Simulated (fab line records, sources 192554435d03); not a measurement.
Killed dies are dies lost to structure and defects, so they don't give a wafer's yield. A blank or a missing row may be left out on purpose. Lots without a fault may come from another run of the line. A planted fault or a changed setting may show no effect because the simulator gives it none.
Which tool did it? | flow n5_finfet | 10 lots, 29 wafers sampled, at 6 steps of a route of 1938

WHAT THE GAUGES READ, wafer by wafer
N5_BEOL_M4_RC_MEAS_101. Usual: DIBL_N 35.7 mV/V, standard deviation 1.3; DIBL_P 35.4 mV/V, standard deviation 1.8; IOFF_N 0.152 nA/um, standard deviation 0.027; IOFF_P 0.20 nA/um, standard deviation 0.034; ION_N 672 uA/um, standard deviation 9.8; ION_P 461 uA/um, standard deviation 7.5; SS_N 71.4 mV/dec, standard deviation 0.55; SS_P 73.1 mV/dec, standard deviation 0.61; VT_N 251 mV, standard deviation 3.3; VT_P -251 mV, standard deviation 3.6.
lot  | measured     | on        | DIBL_N (mV/V)  | DIBL_P (mV/V)  | IOFF_N (nA/um)    | IOFF_P (nA/um) | ION_N (uA/um) | ION_P (uA/um) | SS_N (mV/dec)  | SS_P (mV/dec)  | VT_N (mV)   | VT_P (mV)      | flag
L144 | day 8 11:07  | prober-01 | 38.6 34.7 34.8 | 38.5 32.9 34.2 | 0.217 0.139 0.144 | 0.30 0.21 0.22 | 674 671 673   | 468 463 460   | 72.4 71.0 71.6 | 74.4 72.9 73.5 | 248 251 251 | -244 -249 -248 |
L145 | day 8 13:11  | prober-02 | 34.3 34.6 33.5 | 36.0 34.9 35.0 | 0.149 0.144 0.146 | 0.18 0.17 0.17 | 676 664 670   | 457 455 459   | 70.9 71.6 70.7 | 72.8 72.0 73.0 | 252 254 251 | -255 -253 -252 |
L150 | day 10 02:28 | prober-02 | 33.7 35.1 33.6 | 32.3 34.0 32.7 | 0.114 0.131 0.112 | 0.16 0.19 0.17 | 666 674 666   | 458 463 467   | 70.7 71.6 72.0 | 72.2 72.7 72.5 | 256 255 255 | -253 -253 -255 |
L151 | day 10 03:15 | prober-02 | 36.5 37.6 37.4 | 34.9 35.7 36.3 | 0.147 0.154 0.156 | 0.19 0.21 0.21 | 671 669 675   | 458 459 458   | 72.1 71.6 72.1 | 73.5 73.0 73.0 | 251 250 253 | -248 -251 -249 |
L152 | day 10 11:20 | prober-02 | 37.7 35.7 34.8 | 38.4 35.6 34.8 | 0.186 0.148 0.139 | 0.26 0.22 0.21 | 680 662 677   | 466 463 465   | 72.5 71.3 70.7 | 74.4 73.1 73.3 | 250 250 250 | -245 -248 -248 |
L154 | day 11 00:10 | prober-02 | 35.2 34.1 35.6 | 34.3 33.3 35.7 | 0.139 0.125 0.146 | 0.16 0.15 0.17 | 649 659 653   | 445 449 445   | 71.2 70.1 71.2 | 73.1 73.0 73.2 | 252 251 254 | -256 -256 -256 |
L155 | day 11 01:38 | prober-02 | 35.7 37.2      | 35.6 36.9      | 0.138 0.161       | 0.18 0.21      | 673 675       | 454 454       | 72.0 72.1      | 72.6 73.0      | 254 250     | -255 -253      |
L161 | day 12 11:26 | prober-01 | 35.3 34.3 34.0 | 34.9 33.2 33.3 | 0.143 0.123 0.126 | 0.18 0.17 0.18 | 676 666 667   | 459 457 460   | 71.4 70.4 70.9 | 72.9 72.6 72.6 | 252 254 252 | -253 -254 -252 |
L164 | day 13 20:10 | prober-01 | 34.3 36.4 35.3 | 34.6 36.6 35.2 | 0.123 0.150 0.124 | 0.18 0.20 0.17 | 663 673 667   | 458 464 456   | 71.2 71.5 71.2 | 72.0 73.5 72.7 | 253 250 253 | -252 -250 -251 |
L165 | day 14 06:29 | prober-02 | 34.8 33.8 35.4 | 33.5 32.4 34.7 | 0.121 0.104 0.132 | 0.19 0.17 0.20 | 674 653 668   | 459 457 467   | 70.5 70.8 71.3 | 73.0 72.3 73.0 | 254 259 252 | -252 -253 -249 |

WHICH TOOL RAN EACH LOT (tool, then ch and the chambers of the sampled wafers, then the start)
lot  | N5_BEOL_M3_PECVD_72             | N5_BEOL_M3_SPUTTER_88        | N5_BEOL_M3_SPUTTER_92        | N5_BEOL_M3_CMP_52             | N5_BEOL_M3_CO_CAP_55
L144 | pecvd-02 ch 0,1,2, day 7 10:05  | pvd_sputter-02, day 7 17:29  | pvd_sputter-02, day 7 17:56  | cmp-01 ch 0,2,3, day 7 22:38  | cvd_co-02 ch 0,1, day 7 22:58
L145 | pecvd-01 ch 0,1,2, day 7 16:19  | pvd_sputter-02, day 7 21:17  | pvd_sputter-02, day 7 21:44  | cmp-02 ch 0,3, day 8 02:19    | cvd_co-02 ch 0,2, day 8 02:41
L150 | pecvd-01 ch 0,2, day 9 04:32    | pvd_sputter-03, day 9 09:14  | pvd_sputter-03, day 9 09:41  | cmp-02 ch 2,3, day 9 14:31    | cvd_co-02 ch 0,1,2, day 9 14:53
L151 | pecvd-01 ch 0,1,2, day 9 05:47  | pvd_sputter-03, day 9 11:17  | pvd_sputter-03, day 9 11:43  | cmp-02 ch 0,1,3, day 9 15:02  | cvd_co-02 ch 0,1,2, day 9 15:24
L152 | pecvd-01 ch 0,1, day 9 15:32    | pvd_sputter-01, day 9 20:55  | pvd_sputter-01, day 9 21:21  | cmp-03 ch 1,2, day 10 02:01   | cvd_co-01 ch 0,1,2, day 10 02:23
L154 | pecvd-01 ch 0,1,2, day 10 04:20 | pvd_sputter-03, day 10 10:40 | pvd_sputter-03, day 10 11:07 | cmp-03 ch 0,1,2, day 10 12:20 | cvd_co-01 ch 0,2, day 10 12:40
L155 | pecvd-01 ch 0,2, day 10 04:53   | pvd_sputter-03, day 10 13:08 | pvd_sputter-03, day 10 13:34 | cmp-02 ch 1,2, day 10 16:10   | cvd_co-01 ch 0,1, day 10 16:42
L161 | pecvd-01 ch 0,1, day 11 15:53   | pvd_sputter-02, day 11 21:06 | pvd_sputter-02, day 11 21:32 | cmp-01 ch 0,2,3, day 12 01:31 | cvd_co-01 ch 1,2, day 12 01:53
L164 | pecvd-03 ch 0,2, day 12 15:17   | pvd_sputter-02, day 13 00:40 | pvd_sputter-02, day 13 01:06 | cmp-03 ch 0,1, day 13 02:04   | cvd_co-01 ch 1,2, day 13 02:24
L165 | pecvd-03 ch 0,2, day 13 14:39   | pvd_sputter-02, day 13 20:02 | pvd_sputter-02, day 13 20:29 | cmp-03 ch 1,3, day 13 21:28   | cvd_co-02 ch 0,1,2, day 13 21:48
- N5_BEOL_M3_PECVD_72: deposits SiO2 from TEOS/O2, target thk 16 nm, time 18 s.
- N5_BEOL_M3_SPUTTER_88: material Cu, target thk 4.5 nm, time 8.29 s.
- N5_BEOL_M3_SPUTTER_92: material Cu, target thk 4.5 nm, time 8.29 s.
- N5_BEOL_M3_CMP_52: polishes, stops on SiOC, t overpolish 6.8 s, target thk 40 nm.
- N5_BEOL_M3_CO_CAP_55: material Co, precursor CCTBA/H2, target thk 2 nm, time 102.1 s.

WHAT THE TOOLS THEMSELVES READ (means of the sampled wafers that have a number; where no wafer has one, the mark that the record gives instead)
N5_BEOL_M3_PECVD_72. Usual: heater_power_w 793 W, standard deviation 85; showerhead_plenum_p_Torr 8.77 Torr, standard deviation 0.054; throttle_valve_pct 22.3 %, standard deviation 1.3.
lot  | tool     | heater_power_w (W) | showerhead_plenum_p_Torr (Torr) | throttle_valve_pct (%) | flag
L144 | pecvd-02 | 768                | 8.73                            | 20.6                   |
L145 | pecvd-01 | 782                | 8.79                            | 22.6                   |
L150 | pecvd-01 | 845                | 8.83                            | 23.4                   |
L151 | pecvd-01 | 803                | 8.80                            | 22.5                   |
L152 | pecvd-01 | 848                | 8.80                            | 23.6                   |
L154 | pecvd-01 | 771                | 8.79                            | 22.6                   |
L155 | pecvd-01 | 850                | 8.84                            | 22.9                   |
L161 | pecvd-01 | 740                | 8.78                            | 22.7                   |
L164 | pecvd-03 | 777                | 8.73                            | 23.2                   |
L165 | pecvd-03 | 828                | 8.74                            | 23.3                   |

N5_BEOL_M3_SPUTTER_88. Usual: chuck_gas_flow_sccm 1.26 sccm, standard deviation 0.05; throttle_valve_pct 29.9 %, standard deviation 0.78.
lot  | tool           | chuck_gas_flow_sccm (sccm) | throttle_valve_pct (%) | flag
L144 | pvd_sputter-02 | 1.24                       | 28.9                   |
L145 | pvd_sputter-02 | 1.26                       | 29.6                   |
L150 | pvd_sputter-03 | 1.27                       | 29.9                   |
L151 | pvd_sputter-03 | 1.25                       | 29.4                   |
L152 | pvd_sputter-01 | 1.25                       | 30.3                   |
L154 | pvd_sputter-03 | 1.27                       | 29.7                   |
L155 | pvd_sputter-03 | 1.23                       | 29.9                   |
L161 | pvd_sputter-02 | 1.27                       | 29.9                   |
L164 | pvd_sputter-02 | 1.26                       | 29.7                   |
L165 | pvd_sputter-02 | 1.27                       | 28.9                   |

N5_BEOL_M3_SPUTTER_92. Usual: chuck_gas_flow_sccm 1.27 sccm, standard deviation 0.056; throttle_valve_pct 29.8 %, standard deviation 0.76.
lot  | tool           | chuck_gas_flow_sccm (sccm) | throttle_valve_pct (%) | flag
L144 | pvd_sputter-02 | 1.24                       | 28.8                   |
L145 | pvd_sputter-02 | 1.29                       | 29.7                   |
L150 | pvd_sputter-03 | 1.21                       | 29.6                   |
L151 | pvd_sputter-03 | 1.28                       | 29.4                   |
L152 | pvd_sputter-01 | 1.22                       | 30.6                   |
L154 | pvd_sputter-03 | 1.23                       | 29.6                   |
L155 | pvd_sputter-03 | 1.19                       | 29.8                   |
L161 | pvd_sputter-02 | 1.26                       | 30.0                   |
L164 | pvd_sputter-02 | 1.32                       | 29.6                   |
L165 | pvd_sputter-02 | 1.26                       | 29.0                   |

N5_BEOL_M3_CMP_52. Usual: barrier_field_endpoint_s 24.9 s, standard deviation 0.7; motor_current_A 5.9 A, standard deviation 0.6; overpolish_run_s 6.800 s, standard deviation 0.0084.
lot  | tool   | barrier_field_endpoint_s (s) | motor_current_A (A) | overpolish_run_s (s) | flag
L144 | cmp-01 | 25.2                         | 5.8                 | 6.802                |
L145 | cmp-02 | 25.4                         | 6.4                 | 6.803                |
L150 | cmp-02 | 25.3                         | 5.9                 | 6.800                |
L151 | cmp-02 | 25.5                         | 5.9                 | 6.790                |
L152 | cmp-03 | 25.0                         | 5.5                 | 6.794                |
L154 | cmp-03 | 30.0                         | 6.0                 | 4.561                | OFF
L155 | cmp-02 | 41.2                         | 5.5                 | 0.041                | OFF
L161 | cmp-01 | 35.7                         | 5.8                 | 2.294                | OFF
L164 | cmp-03 | 25.0                         | 6.1                 | 6.799                |
L165 | cmp-03 | 24.7                         | 6.8                 | 6.790                |

N5_BEOL_M3_CO_CAP_55. Usual: heater_power_w 242 W, standard deviation 26.
lot  | tool      | heater_power_w (W) | flag
L144 | cvd_co-02 | 274                |
L145 | cvd_co-02 | 241                |
L150 | cvd_co-02 | 262                |
L151 | cvd_co-02 | 258                |
L152 | cvd_co-01 | 224                |
L154 | cvd_co-01 | 216                |
L155 | cvd_co-01 | 228                |
L161 | cvd_co-01 | 212                |
L164 | cvd_co-01 | 213                |
L165 | cvd_co-02 | 255                |

THE ANSWER, worked out from the rows above alone
Rule: a lot is off if the mean of its wafers that have a number lies more than 3 standard deviations from the usual mean. A lot without any number at a reading at which 4 lots or more have one is off too. The other lots that the step has rows for count as sound. The gauges are gone through in route order, then the tools' own readings, and for those a lot's mean is taken as printed above. The first step at which some lot is off is used, and at that step the reading that is off furthest; a lot without a number counts as furthest.
Off: L154, L155, L161, at N5_BEOL_M3_CMP_52 (overpolish_run_s).
A tool fits if, at that step or a process step before it, it ran every lot that is off, and no sound lot after the first of them. One fits: pecvd-01 at N5_BEOL_M3_PECVD_72. Its last sound lot is L152 (day 9 15:32), its first lot that is off L154 (day 10 04:20): a fault that began between those two fits.

WHAT THE SIMULATOR HAD PUT IN
Process parameter drift: pecvd-01, from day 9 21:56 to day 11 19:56, at N5_BEOL_M3_PECVD_72. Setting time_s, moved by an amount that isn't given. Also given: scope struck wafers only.
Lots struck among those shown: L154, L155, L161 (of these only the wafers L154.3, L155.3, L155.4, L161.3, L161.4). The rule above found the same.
